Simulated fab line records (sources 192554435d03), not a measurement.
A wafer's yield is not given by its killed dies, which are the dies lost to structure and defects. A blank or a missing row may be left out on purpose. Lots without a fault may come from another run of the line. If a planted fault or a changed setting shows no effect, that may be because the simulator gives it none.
Matching of chambers -- flow n5-finfet -- 4 sister chambers for N5_HKMG_FIN_ALD_71 on ald-metal-03
The step deposits TiN, target thk 1 nm, pulse time 1 s, purge time 3 s. 18 wafers are shown with their chamber, then 9 later ones without.

== WAFERS WITH THEIR CHAMBER ==
wafer,chamber,heater-power-w (W),precursor-pulse-height-rel
L074.3,1,925,1.020
L074.4,2,830,0.989
L074.5,0,814,1.006
L075.2,3,1049,1.027
L075.3,2,823,0.994
L075.5,1,965,1.009
L076.1,0,806,0.996
L076.2,2,802,0.966
L076.4,1,907,0.970
L079.2,0,795,1.020
L079.3,2,821,1.016
L079.4,3,1034,0.994
L080.2,1,923,1.014
L080.4,0,800,1.011
L080.5,0,811,0.976
L085.1,2,829,1.000
L085.4,0,827,1.012
L085.5,2,808,1.014

SIGNATURES (means of the wafers above)
reading,chamber 0,chamber 1,chamber 2,chamber 3,scatter within a chamber
heater-power-w,808.83,930.00,818.83,1041.50,15.2
precursor-pulse-height-rel,1.00350,1.00325,0.99650,1.01050,0.0189
Rule: for a wafer and a chamber, the distance is found by dividing, reading by reading, the gap between the wafer's reading and the chamber's mean by the reading's scatter, squaring, summing and taking the root. The wafer belongs to the nearest chamber; if the next one is less than 2 further off, it can't be placed. The scatter: the root of (the sum of the squares of (reading less its chamber's mean) over the shown wafers, divided by (wafers less chambers)).

== WAFERS WHOSE CHAMBER IS MISSING ==
wafer,heater-power-w (W),precursor-pulse-height-rel
L087.1,843,1.012
L087.2,1054,0.993
L087.3,831,0.999
L089.4,806,0.984
L089.5,826,0.971
L089.6,1015,0.969
L091.1,835,0.977
L091.3,806,1.019
L091.6,921,1.002

== WHICH CHAMBER EACH WENT THROUGH ==
wafer,from the rows above,in truth
L087.1,can't be placed: 2 or 0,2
L087.2,3,3
L087.3,can't be placed: 2 or 0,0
L089.4,can't be placed: 0 or 2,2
L089.5,can't be placed: 2 or 0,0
L089.6,3,3
L091.1,can't be placed: 2 or 0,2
L091.3,can't be placed: 0 or 2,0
L091.6,1,1
Correctly placed: 3 of 9. From these rows, 6 cannot be placed; in 6 the true chamber is one of the candidates. Wrongly placed: 0.
